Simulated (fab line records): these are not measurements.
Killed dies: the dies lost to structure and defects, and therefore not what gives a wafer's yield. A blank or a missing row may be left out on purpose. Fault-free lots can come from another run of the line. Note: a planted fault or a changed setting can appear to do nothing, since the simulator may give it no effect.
fab line records || flow n5_finfet
record {"lots": 4, "wafers": 12, "last_day": 18}
route steps=1938 shown BEOL_M4@1059 PASSIVATION@1936
lots with no fault: from the same line, run without faults
start_h: hours from the record's opening day to when the first of the lot's shown wafers began || wait_h: hours from the lot's prior step to this one || " repeats the value in the row above || L1.1+2: one row covering several wafers at once || - no value, or no start was given || * or withheld: withheld || < > ~ a bound
route shown NAME@n: names a module that has steps shown in the file, with the first one's number in the route || usual: the fault-free wafers' mean and standard deviation || same: alike in all rows || chamber/n: place in a boat || sites: the reading at each site || _std_site: the values' standard deviation || _edge_site: outer sites' mean less inner sites' || radius_mm: for every site, how far away it sits from the centre of the wafer || mask NAME#n: copy n || behind: the tool/chamber that last shaped the wafer || hold: why the lot was held/for how many hours/how that ended || device: whichever transistor did not switch (one of n, p or np) || end of line: the route-end tests of the same wafers || for a step that has no rows: nothing shown but its recipe || killed: dies lost to structure and defects at the first sort, not the wafer's yield || map: the dies of a wafer, with x for killed, . for not killed, _ for no die there
set.NAME: the run value of the setting; set.NAME@STEP: its run value at that earlier step || model.NAME: the simulator's own value behind a step, which no gauge read
certain route steps with their lots: each step a table, each wafer a row
services: a tool's chamber out of use, with start hour (start_h, from the record's first day; less than 0 if before it), hours out, and reason
## steps
# step N5_BEOL_M4_DESCUM_33
# recipe {"chemistry": "O2", "time_s": 7, "source_power_w": 50, "bias_power_w": 20, "pressure_mtorr": 20, "rf_frequency_hz": 2.712e+07, "temp_c": 40, "resist": "CAR-EUV", "o2_flow_sccm": 225}
# step N5_BEOL_M4_ETCH_77
# recipe {"chemistry": "N2/H2", "target": "underlayer", "target_depth_a": 65, "mask_material": "CAR-EUV", "time_s": 5.2, "ion_energy_ev": 200, "pressure_mtorr": 30, "source_w": 840, "bias_w": 150, "n2_flow_sccm": 200, "h2_flow_sccm": 200, "ends": "cleared"}
# step N5_BEOL_M4_ETCH_69
# recipe {"chemistry": "CF4", "target": "SiARC", "target_depth_a": 156, "mask_material": "CAR-EUV", "time_s": 26, "ion_energy_ev": 80, "pressure_mtorr": 40, "source_w": 545, "bias_w": 36, "Ar_flow_sccm": 100, "cf4_flow_sccm": 100, "ends": "cleared"}
# step N5_BEOL_M4_ALD_98
# recipe {"material": "SiO2", "target_thk_a": 25, "temp_c": 100, "ald_precursor_family": "BDEAS", "ald_co_reactant": "O2-plasma", "pulse_time_s": 1, "co_reactant_pulse_time_s": 1, "purge_time_s": 2, "co_reactant_purge_time_s": 2, "ald_cycles": 17, "pressure_torr": 2}
# step N5_BEOL_M4_ETCHBACK_99
# recipe {"chemistry": "CHF3", "target": "SiO2", "target_depth_a": 50, "time_s": 10.4, "source_w": 215, "bias_w": 47, "Ar_flow_sccm": 200, "CHF3_flow_sccm": 12, "ion_energy_ev": 100, "pressure_mtorr": 30}
# step N5_BEOL_M4_ETCH_70
# recipe {"chemistry": "N2/H2", "target": "SOC", "target_depth_a": 800, "overetch_a": 240, "mask_material": "SiARC", "temp_c": 40, "time_s": 130, "ion_energy_ev": 200, "pressure_mtorr": 30, "source_w": 840, "bias_w": 150, "n2_flow_sccm": 200, "h2_flow_sccm": 200}
# step N5_BEOL_M4_STRIP_71
# recipe {"chemistry": "N2/H2", "temp_c": 40, "n2_flow_sccm": 200, "h2_flow_sccm": 200, "rf_frequency_hz": 6e+07}
# step N5_BEOL_M4_STRIP_78
# recipe {"chemistry": "N2/H2", "temp_c": 40, "n2_flow_sccm": 200, "h2_flow_sccm": 200, "rf_frequency_hz": 6e+07}
# step N5_BEOL_M4_VIA_ETCH_34
# recipe {"chemistry": "C4F6/O2", "target_depth_a": 694, "mask_material": "SOC", "pressure_mtorr": 15, "ion_energy_ev": 250, "taper_deg": 4, "time_s": 65.9, "source_w": 350, "bias_w": 170, "Ar_flow_sccm": 300, "C4F6_flow_sccm": 10, "O2_flow_sccm": 10}
# step N5_BEOL_M4_STRIP_83
# recipe {"chemistry": "C4F6/O2", "resist": "SiARC", "rf_frequency_hz": 6e+07}
# step N5_BEOL_M4_STRIP_36
# recipe {"chemistry": "N2/H2", "power_w": 450, "temp_c": 40, "pressure_mtorr": 20, "rf_frequency_hz": 6e+07, "overash_fraction": 0.3, "bias_power_w": 7, "h2_frac": 0.5, "n2_flow_sccm": 200, "h2_flow_sccm": 200}
# step N5_BEOL_M4_TRENCH_ETCH_37
# recipe {"chemistry": "C4F6/O2", "target_depth_a": 555.55, "target": "SiOC", "time_s": 29.2, "ion_energy_ev": 250, "pressure_mtorr": 30, "source_w": 355, "bias_w": 185, "Ar_flow_sccm": 300, "C4F6_flow_sccm": 10, "O2_flow_sccm": 10}
# usual {"drypump_motor_current_A": "5.5/0.41", "oes_product_au": "0.83/0.072", "rf_vpp_V": "662/10", "showerhead_plenum_p_Torr": "2.87/0.1", "throttle_valve_pct": "20.80/0.18"}
{"lot.wafer": "L347.3", "tool": "rie_diel-01", "chamber": 0, "start_h": 180.81, "wait_h": "-", "drypump_motor_current_A": 5.5, "oes_product_au": 0.90, "rf_hours_counter_h": 15, "rf_vpp_V": 676, "showerhead_plenum_p_Torr": 2.80, "throttle_valve_pct": 20.80}
{"lot.wafer": "L347.4", "tool": "rie_diel-01", "chamber": 2, "start_h": 180.81, "wait_h": "-", "drypump_motor_current_A": 6.0, "oes_product_au": 0.68, "rf_hours_counter_h": 241, "rf_vpp_V": 642, "showerhead_plenum_p_Torr": 2.70, "throttle_valve_pct": 21.01}
{"lot.wafer": "L347.5", "tool": "rie_diel-01", "chamber": 3, "start_h": 180.81, "wait_h": "-", "drypump_motor_current_A": 5.0, "oes_product_au": 0.92, "rf_hours_counter_h": "-", "rf_vpp_V": 658, "showerhead_plenum_p_Torr": 2.90, "throttle_valve_pct": 20.62}
{"lot.wafer": "L358.3", "tool": "rie_diel-03", "chamber": 0, "start_h": 270.91, "wait_h": "-", "drypump_motor_current_A": 5.4, "oes_product_au": 0.74, "rf_hours_counter_h": 160, "rf_vpp_V": 686, "showerhead_plenum_p_Torr": 2.73, "throttle_valve_pct": 20.86}
{"lot.wafer": "L358.5", "tool": "rie_diel-03", "chamber": 2, "start_h": 270.91, "wait_h": "-", "drypump_motor_current_A": 5.6, "oes_product_au": 0.74, "rf_hours_counter_h": "-", "rf_vpp_V": 655, "showerhead_plenum_p_Torr": 2.74, "throttle_valve_pct": 21.03}
{"lot.wafer": "L358.6", "tool": "rie_diel-03", "chamber": 3, "start_h": 270.91, "wait_h": "-", "drypump_motor_current_A": 5.5, "oes_product_au": 0.76, "rf_hours_counter_h": "-", "rf_vpp_V": 651, "showerhead_plenum_p_Torr": 2.96, "throttle_valve_pct": 20.66}
{"lot.wafer": "L362.1", "tool": "rie_diel-03", "chamber": 1, "start_h": 293.87, "wait_h": "-", "drypump_motor_current_A": 5.3, "oes_product_au": 0.84, "rf_hours_counter_h": 72, "rf_vpp_V": 663, "showerhead_plenum_p_Torr": 3.01, "throttle_valve_pct": 20.57}
{"lot.wafer": "L362.2", "tool": "rie_diel-03", "chamber": 0, "start_h": 293.87, "wait_h": "-", "drypump_motor_current_A": 5.4, "oes_product_au": 0.73, "rf_hours_counter_h": 166, "rf_vpp_V": 686, "showerhead_plenum_p_Torr": 2.73, "throttle_valve_pct": 20.90}
{"lot.wafer": "L362.3", "tool": "rie_diel-03", "chamber": 3, "start_h": 293.87, "wait_h": "-", "drypump_motor_current_A": 5.5, "oes_product_au": 0.75, "rf_hours_counter_h": 124, "rf_vpp_V": 652, "showerhead_plenum_p_Torr": 2.96, "throttle_valve_pct": 20.67}
{"lot.wafer": "L364.1", "tool": "rie_diel-03", "chamber": 2, "start_h": 302.92, "wait_h": "-", "drypump_motor_current_A": 5.6, "oes_product_au": 0.73, "rf_hours_counter_h": 161, "rf_vpp_V": 654, "showerhead_plenum_p_Torr": 2.73, "throttle_valve_pct": 21.02}
{"lot.wafer": "L364.2", "tool": "rie_diel-03", "chamber": 3, "start_h": 302.92, "wait_h": "-", "drypump_motor_current_A": 5.5, "oes_product_au": 0.74, "rf_hours_counter_h": 127, "rf_vpp_V": 650, "showerhead_plenum_p_Torr": 2.96, "throttle_valve_pct": 20.67}
{"lot.wafer": "L364.3", "tool": "rie_diel-03", "chamber": 1, "start_h": 302.92, "wait_h": "-", "drypump_motor_current_A": 5.3, "oes_product_au": 0.84, "rf_hours_counter_h": 75, "rf_vpp_V": 662, "showerhead_plenum_p_Torr": 3.01, "throttle_valve_pct": 20.60}
# step N5_BEOL_M4_ETCH_41
# recipe {"chemistry": "CH3F/O2", "target": "SiCN", "target_depth_a": 299, "taper_deg": 2, "time_s": 52.5, "ion_energy_ev": 120, "mask_material": "TiN", "pressure_mtorr": 30, "source_w": 395, "bias_w": 75, "Ar_flow_sccm": 150, "CH3F_flow_sccm": 30, "O2_flow_sccm": 20}
# step N5_BEOL_M4_STRIP_97
# recipe {"chemistry": "N2/H2", "time_s": 10, "power_w": 450, "temp_c": 40, "pressure_mtorr": 20, "rf_frequency_hz": 6e+07, "bias_power_w": 7, "n2_flow_sccm": 200, "h2_flow_sccm": 200}
# step N5_BEOL_M4_HM_STRIP_39
# recipe {"chemistry": "peroxide_tin_strip", "material": "TiN", "target_depth_a": 250, "temp_c": 50, "time_s": 158}
# step N5_BEOL_M4_SRD_40
# recipe {"time_s": 30, "temp_c": 23, "rinse_liquid": "diw", "dry": "ipa_marangoni"}
# step N5_BEOL_M4_PRECLEAN_42
# recipe {"chemistry": "residue_remover", "time_s": 60, "temp_c": 40}
# step N5_BEOL_M4_SRD_43
# recipe {"time_s": 30, "temp_c": 23, "rinse_liquid": "diw", "dry": "ipa_marangoni"}
# step N5_BEOL_M4_DEGAS_44
# recipe {"ambient": "vacuum", "temp_c": 250, "time_s": 60}
# step N5_BEOL_M4_PRE_CLEAN_45
# recipe {"gas": "H2/He", "time_s": 30, "temp_c": 250}
# step N5_BEOL_M4_ALD_84
# recipe {"material": "TaN", "target_thk_a": "*", "temp_c": 275, "ald_precursor_family": "PDMAT", "ald_co_reactant": "NH3", "pressure_torr": 3, "carrier_flow_sccm": 1500, "pulse_time_s": 2, "purge_time_s": 3, "co_reactant_purge_time_s": 2, "co_reactant_pulse_time_s": 3, "ald_cycles": 30, "precursor_vessel_temp_c": 75, "precursor_vessel_pressure_torr": 26.25, "precursor_vessel_carrier_sccm": 1000}
# step N5_BEOL_M4_SURFACE_TREAT_85
# recipe {"gas": "Ar", "time_s": "*", "ion_energy_ev": "*", "ion_current_ma_cm2": 0.5, "pressure_mtorr": "*", "ar_flow_sccm": 30}
# step N5_BEOL_M4_CVD_47
# recipe {"material": "Co", "target_thk_a": 30, "temp_c": "withheld", "precursor": "CCTBA/H2", "pressure_torr": 30, "time_s": 223.8}
# step N5_BEOL_M4_SPUTTER_48
# recipe {"material": "Cu", "target_thk_a": 45, "temp_c": -20, "chamber_pressure_pa": 0.07, "power_w": "withheld", "time_s": 8.29}
# step N5_BEOL_M4_ANNEAL_49
# recipe {"temp_c": 400, "time_s": 240, "ambient": "vacuum"}
# step N5_BEOL_M4_SPUTTER_79
# recipe {"material": "Cu", "target_thk_a": 45, "temp_c": -20, "chamber_pressure_pa": 0.07, "power_w": "withheld", "time_s": 8.29}
# step N5_BEOL_M4_ANNEAL_80
# recipe {"temp_c": 400, "time_s": 240, "ambient": "vacuum"}
# step N5_BEOL_M4_SPUTTER_81
# recipe {"material": "Cu", "target_thk_a": 45, "temp_c": -20, "chamber_pressure_pa": 0.07, "power_w": "withheld", "time_s": 8.29}
# step N5_BEOL_M4_ANNEAL_82
# recipe {"temp_c": 400, "time_s": 240, "ambient": "vacuum"}
# step N5_BEOL_M4_SPUTTER_86
# recipe {"material": "Cu", "target_thk_a": 45, "temp_c": -20, "chamber_pressure_pa": 0.07, "power_w": "withheld", "time_s": 8.29}
# step N5_BEOL_M4_ANNEAL_87
# recipe {"temp_c": 400, "time_s": 240, "ambient": "vacuum"}
# step N5_BEOL_M4_SPUTTER_88
# recipe {"material": "Cu", "target_thk_a": 45, "temp_c": -20, "chamber_pressure_pa": 0.07, "power_w": "withheld", "time_s": 8.29}
# step N5_BEOL_M4_ANNEAL_89
# recipe {"temp_c": 400, "time_s": 240, "ambient": "vacuum"}
# step N5_BEOL_M4_SPUTTER_90
# recipe {"material": "Cu", "target_thk_a": 45, "temp_c": -20, "chamber_pressure_pa": 0.07, "power_w": "withheld", "time_s": 8.29}
# step N5_BEOL_M4_ANNEAL_91
# recipe {"temp_c": 400, "time_s": 240, "ambient": "vacuum"}
# step N5_BEOL_M4_SPUTTER_92
# recipe {"material": "Cu", "target_thk_a": 45, "temp_c": -20, "chamber_pressure_pa": 0.07, "power_w": "withheld", "time_s": 8.29}
# step N5_BEOL_M4_ANNEAL_93
# recipe {"temp_c": 400, "time_s": 240, "ambient": "vacuum"}
# step N5_BEOL_M4_SPUTTER_94
# recipe {"material": "Cu", "target_thk_a": 45, "temp_c": -20, "chamber_pressure_pa": 0.07, "power_w": "withheld", "time_s": 8.29}
# step N5_BEOL_M4_ANNEAL_95
# recipe {"temp_c": 400, "time_s": 240, "ambient": "vacuum"}
# step N5_PASSIVATION_PROBE_49
# usual {"defect_limited_yield": "91.0/1.5", "killed_at_M0_to_M3": "35/11", "killed_at_M4_up": "13/5", "killed_at_contacts": "12/5.9", "killed_at_front_end": "42/13", "killed_at_other": "3/3.2", "killed_dies": "106/18", "killed_on_rim": "14/4.2", "killed_open": "69/13", "killed_short": "35/8.9", "sort_bin_5_function": "5.2/0.95", "sort_bin_6_memory": "3.3/0.71", "sort_n_pass": "1074/18", "sort_yield_pct": "91.0/1.5"}
# same {"gross_dies": 1180, "killed_at_back_side": 0, "sort_bin_4_leakage[%]": 0, "sort_bin_8_speed[%]": 0}
{"lot.wafer": "L362.1", "tool": "prober-02", "chamber": "-", "start_h": 420.42, "wait_h": 0.0, "defect_limited_yield[%]": 83.0, "killed_at_M0_to_M3": 33, "killed_at_M4_up": 116, "killed_at_contacts": 8, "killed_at_front_end": 41, "killed_at_other": 3, "killed_dies": 201, "killed_on_rim": 13, "killed_open": 60, "killed_short": 30, "sort_bin_5_function[%]": 10.1, "sort_bin_6_memory[%]": 5.6, "sort_n_pass": 979, "sort_yield_pct[%]": 83.0}
{"lot.wafer": "L362.2", "tool": "prober-02", "chamber": "-", "start_h": 420.47, "wait_h": 0.1, "defect_limited_yield[%]": 85.4, "killed_at_M0_to_M3": 49, "killed_at_M4_up": 88, "killed_at_contacts": 1, "killed_at_front_end": 33, "killed_at_other": 1, "killed_dies": 172, "killed_on_rim": 25, "killed_open": 52, "killed_short": 33, "sort_bin_5_function[%]": 9.2, "sort_bin_6_memory[%]": 3.1, "sort_n_pass": 1008, "sort_yield_pct[%]": 85.4}
{"lot.wafer": "L362.3", "tool": "prober-02", "chamber": "-", "start_h": 420.52, "wait_h": 0.1, "defect_limited_yield[%]": 82.3, "killed_at_M0_to_M3": 38, "killed_at_M4_up": 125, "killed_at_contacts": 14, "killed_at_front_end": 31, "killed_at_other": 1, "killed_dies": 209, "killed_on_rim": 15, "killed_open": 65, "killed_short": 34, "sort_bin_5_function[%]": 11.4, "sort_bin_6_memory[%]": 4.4, "sort_n_pass": 971, "sort_yield_pct[%]": 82.3}
{"lot.wafer": "L364.1", "tool": "prober-01", "chamber": "-", "start_h": 425.28, "wait_h": 0.0, "defect_limited_yield[%]": 82.5, "killed_at_M0_to_M3": 28, "killed_at_M4_up": 124, "killed_at_contacts": 8, "killed_at_front_end": 44, "killed_at_other": 3, "killed_dies": 207, "killed_on_rim": 18, "killed_open": 61, "killed_short": 36, "sort_bin_5_function[%]": 11.4, "sort_bin_6_memory[%]": 4.1, "sort_n_pass": 973, "sort_yield_pct[%]": 82.5}
{"lot.wafer": "L364.2", "tool": "prober-01", "chamber": "-", "start_h": 425.33, "wait_h": 0.1, "defect_limited_yield[%]": 84.2, "killed_at_M0_to_M3": 18, "killed_at_M4_up": 133, "killed_at_contacts": 6, "killed_at_front_end": 26, "killed_at_other": 3, "killed_dies": 186, "killed_on_rim": 10, "killed_open": 38, "killed_short": 23, "sort_bin_5_function[%]": 9.5, "sort_bin_6_memory[%]": 3.9, "sort_n_pass": 994, "sort_yield_pct[%]": 84.2}
{"lot.wafer": "L364.3", "tool": "prober-01", "chamber": "-", "start_h": 425.38, "wait_h": 0.1, "defect_limited_yield[%]": 84.0, "killed_at_M0_to_M3": 14, "killed_at_M4_up": 130, "killed_at_contacts": 14, "killed_at_front_end": 26, "killed_at_other": 5, "killed_dies": 189, "killed_on_rim": 8, "killed_open": 51, "killed_short": 14, "sort_bin_5_function[%]": 10.7, "sort_bin_6_memory[%]": 4.1, "sort_n_pass": 991, "sort_yield_pct[%]": 84.0}
# killed by level:class
L362.1 BEOL_M4:unspecified=111 FIN_SAQP:geometric_particle:open=11 BEOL_M3:geometric_particle:open=9 BEOL_M1:geometric_particle:open=8 MOL_CONTACT_COAG:geometric_particle:open=7 FIN_SAQP:geometric_particle:short=6 DUMMY_GATE:geometric_particle:open=6 BEOL_M0_SAQP:geometric_particle:open=6
L362.2 BEOL_M4:unspecified=83 BEOL_M0_SAQP:geometric_particle:short=15 BEOL_M3:geometric_particle:open=13 BEOL_M0_SAQP:geometric_particle:open=10 FIN_SAQP:geometric_particle:open=7 FIN_SAQP:geometric_particle:short=6 STI_FIN_REVEAL:geometric_particle:open=5 BEOL_M1:geometric_particle:open=4
L362.3 BEOL_M4:unspecified=109 BEOL_M0_SAQP:geometric_particle:short=11 MOL_CONTACT_COAG:geometric_particle:open=9 FIN_SAQP:geometric_particle:open=8 BEOL_M0_SAQP:geometric_particle:open=7 BEOL_M3:geometric_particle:open=6 GATE_CUT:geometric_particle:open=6 STI_FIN_REVEAL:geometric_particle:open=5
L364.1 BEOL_M4:unspecified=110 FIN_SAQP:geometric_particle:short=13 BEOL_M3:geometric_particle:open=8 MOL_CONTACT_COAG:geometric_particle:open=6 BEOL_M1:geometric_particle:open=6 BEOL_M2:geometric_particle:open=6 BEOL_M5:geometric_particle:open=5 GATE_CUT:geometric_particle:short=4
L364.2 BEOL_M4:unspecified=121 MOL_CONTACT_COAG:geometric_particle:open=6 BEOL_M2:geometric_particle:open=6 FIN_SAQP:geometric_particle:short=5 STARTING-WAFER:geometric_particle:short=5 STI_FIN_REVEAL:geometric_particle:open=4 BEOL_M3:geometric_particle:open=4 BEOL_M4:geometric_particle:open=4
L364.3 BEOL_M4:unspecified=123 MOL_CONTACT_COAG:geometric_particle:open=14 FIN_SAQP:geometric_particle:short=6 FIN_SAQP:geometric_particle:open=5 BEOL_M3:geometric_particle:open=4 STI_FIN_REVEAL:geometric_particle:open=3 GATE_CUT:geometric_particle:open=3 BEOL_M2:geometric_particle:open=3
# map L362.3 (x killed, . not)
_________________...........x________________
______________.................._____________
___________......x................x__________
__________................x........._________
________x...x........................._______
_______.x...x.......x.......x.x......x.______
______.....x........x..........x.....x.x_____
_____..............x........x..x.........____
____......................................___
___.............................x.x........__
___...x..................x........x........__
__....x.......................x............._
__.......................xx.xx.x...x.....x.x_
_.....x......x.........x.xxxx..x.............
_...........xx......x...xxxx.xxxx.x...x.x.x..
_......x....x.........xx..xxxxxxxxx..........
_......x.......x...x...xxxxxxxxxxxx.x......x.
_....................xxxxxxxxxxxxxx.x.x..x...
_..........x....x.x...xxxxxxxxxxxxx...x.....x
_x....................xxxxxxxxxxxx.x.xx......
_.............x......xx.xxxxxxxxxxx.x......x.
__...xx.....x...........xxx.xxxxxxx..x......_
__....x......x.x..x.......xxxx.xxx..x...x..._
___..................x.......x....x...x...x__
___.....x.......x.x.....x........x...x.....__
____.............x.....x..................___
_____..................x.................____
______...................x.............._____
_______..........x...x...x.............______
________.......x...x................x._______
__________.........................._________
___________..x.....x....x..........__________
______________.....x............_____________
_________________....x....x..________________
# map L364.1 (x killed, . not)
_________________x..........x________________
______________.............x..x._____________
___________....x.......x..x........__________
__________........x...............x._________
________.....x...x....x......xx......._______
_______.........x..x...x...............______
______.........xxxxxxxx.x...x..x......x._____
_____..x.x...x.xxxxxxxxxxxx...x..........____
____..........xxxxxxxxxxx.................___
___..x.......xxxxxxxxxxxxxx.......x........__
___..xx....x.xxxxxxxxxxxxxxx.....x.........__
__...........xxxxxxxxxxxx.x...x............._
__x...........x.xxxxxxxx..x...........x....._
_.......x.....xxxxxxxxxx......x..........x.x.
_................xxxxxx.x.xx.................
_.....xx...x.xx...xx.x..x........xx........x.
_x.................x..........x..............
_..............x..x.x....x..x...x............
_.............................x..............
_.....x..........x........x...........x......
_.....x.............x............x..........x
__.x.............x........x.....xx.........._
__.....................x....x..............._
___....x...................................__
___..............xx...x..........x........x__
____.........x..........x..x.....x....x.x.___
_____......x...........x................x____
______x......x...........x.........xx..x_____
_______................................______
________x...x.....................x..._______
__________.x...............x........_________
___________...x.....x.....x........__________
______________..x..............._____________
_________________............________________
## services
{"tool": "rie_diel-01", "chamber": 3, "start_h": 183.63, "hours": 4.1, "kind": "repair"}
{"tool": "rie_diel-01", "chamber": 2, "start_h": 208.41, "hours": "-", "kind": "clean"}
{"tool": "rie_diel-01", "chamber": 2, "start_h": 208.41, "hours": "-", "kind": "consumable_replace:focus_ring"}
{"tool": "rie_diel-01", "chamber": 2, "start_h": 208.41, "hours": "-", "kind": "consumable_replace:showerhead"}
{"tool": "rie_diel-01", "chamber": 2, "start_h": 208.41, "hours": 16.5, "kind": "scheduled_down"}
{"tool": "rie_diel-01", "chamber": 2, "start_h": 208.41, "hours": 16.5, "kind": "vent_cycle"}
{"tool": "rie_diel-01", "chamber": 2, "start_h": 246.55, "hours": 8.5, "kind": "repair"}
{"tool": "rie_diel-01", "chamber": 1, "start_h": 287.24, "hours": 4.2, "kind": "repair"}
## key
first_sign {"step": "N5_PASSIVATION_PROBE_49", "reading": "killed_at_M4_up", "direction": "up", "sigmas": 21, "usual": 13, "struck": 119}
effect {"step": "N5_PASSIVATION_PROBE_49", "reading": "defect_limited_yield", "direction": "down", "sigmas": 4.9, "usual": 91.0, "struck": 83.6}
more_kills_born_at {"N5_BEOL_M4_TRENCH_ETCH_37@rie_diel-03": 657}
met_at N5_BEOL_M4_TRENCH_ETCH_37
struck_wafers L362.1,L362.2,L362.3,L364.1,L364.2,L364.3
onset_between 270.91 293.87
also_fits time
fault {"kind": "chamber_particle_source", "tool": "rie_diel-03", "chamber": "-", "onset_h": 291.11, "steps": "N5_BEOL_M4_TRENCH_ETCH_37", "rate_per_visit_cm2": 0.63846, "end_h": 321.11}
